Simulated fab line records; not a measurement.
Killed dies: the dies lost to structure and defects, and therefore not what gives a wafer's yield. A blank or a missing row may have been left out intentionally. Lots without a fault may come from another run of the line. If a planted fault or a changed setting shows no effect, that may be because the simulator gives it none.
Problem report in the 8D (eight disciplines) form, filled by code :: flow n5_finfet :: the parts of the form that need people (team, actions taken, sign-off) are left out

== 1. PROBLEM STATEMENT ==
Wafers without a fault read 125.2 s, standard deviation 0.39; run_length_s at N5_BEOL_M4_CO_CAP_55 reads a mean of 179.8 s on 4 wafers belonging to 3 lots. That is +99 or more standard deviations from the usual mean.
The step: material Co, precursor CCTBA/H2, target thk 2 nm, time 102.1 s.
First seen on wafer L814.1, day 10 16:37, on cvd_co-02. Wafers with a number at this step in the record: 20, from 7 lots. By rule, "out" or "out of limits" means more than 4 standard deviations away from the usual mean. The rest of the wafers with a number are treated as sound.

== 2. WHAT IT IS; WHAT IT IS NOT ==
question: which readings at this step
is: run_length_s
is not: heater_power_w

question: which lots
is: L814, L815, L818
is not: L811, L816, L817, L826

question: which wafers of those lots
is: L814.1, L814.4, L815.1, L818.4
is not: L814.2, L815.3, L815.6, L818.6

question: read on which tools
is: cvd_co-02
is not: cvd_co-01

question: when
is: from day 10 16:37
is not: up to then (7 sound wafers); but 9 sound wafers of L815, L817, L818, L826 came after

== 3. WHAT RULES OUT EACH SUSPECT ==
Counting: any tool at a process step up to the reading remains a suspect provided it ran every lot that is out. Sound lots after the first of them don't rule it out here, since some wafers of a struck lot are sound.
- cvd_co-02 at N5_BEOL_M4_PRE_CLEAN_60 (time 15 s): kept. It ran every lot that is out, first L814 (day 10 16:34); its last sound lot up to then is L816 (day 10 08:26).
- cvd_co-02 at N5_BEOL_M4_CO_CAP_55 (material Co, precursor CCTBA/H2, target thk 2 nm, time 102.1 s): kept. It ran every lot that is out, first L814 (day 10 16:37); its last sound lot up to then is L816 (day 10 08:28). Its own readings are out on those wafers: run_length_s.
The count leaves cvd_co-02 at N5_BEOL_M4_CO_CAP_55 and cvd_co-02 at N5_BEOL_M4_PRE_CLEAN_60.

== 4. THE CAUSE (what the simulator had put in) ==
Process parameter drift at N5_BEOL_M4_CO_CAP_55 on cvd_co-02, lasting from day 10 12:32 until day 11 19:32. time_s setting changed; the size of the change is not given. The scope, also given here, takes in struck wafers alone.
After counting, 2 suspects remain, this tool included.

== 5. THE EFFECT CHAIN, in route order ==
Rows list readings where the struck wafers' mean (over those with a number) sits beyond 3 standard deviations from the usual. Only readings whose record carries a usual standard deviation are examined. hours: median over the lots of the time between each lot's start at the first step of this table that gives one and its start at this step. sigmas: the change, counted in usual standard deviations.
hours: 0
step: N5_BEOL_M4_CO_CAP_55
reading: run_length_s
usual: 125.2 s
on struck wafers: 179.8
change: +54.5
sigmas: +99 or more
Here are the process steps it includes:
- N5_BEOL_M4_CO_CAP_55: material Co, precursor CCTBA/H2, target thk 2 nm, time 102.1 s.
At these later measuring or inspecting steps, every struck wafer for which the step has a row has a number for every such reading, and none has moved that far: N5_BEOL_M4_RC_MEAS_101.

== 6. WHAT WOULD HAVE CAUGHT IT SOONER ==
4 hours passed between the start of the fault at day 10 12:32 and the first reading out of limits in this record, taken at day 10 16:37.
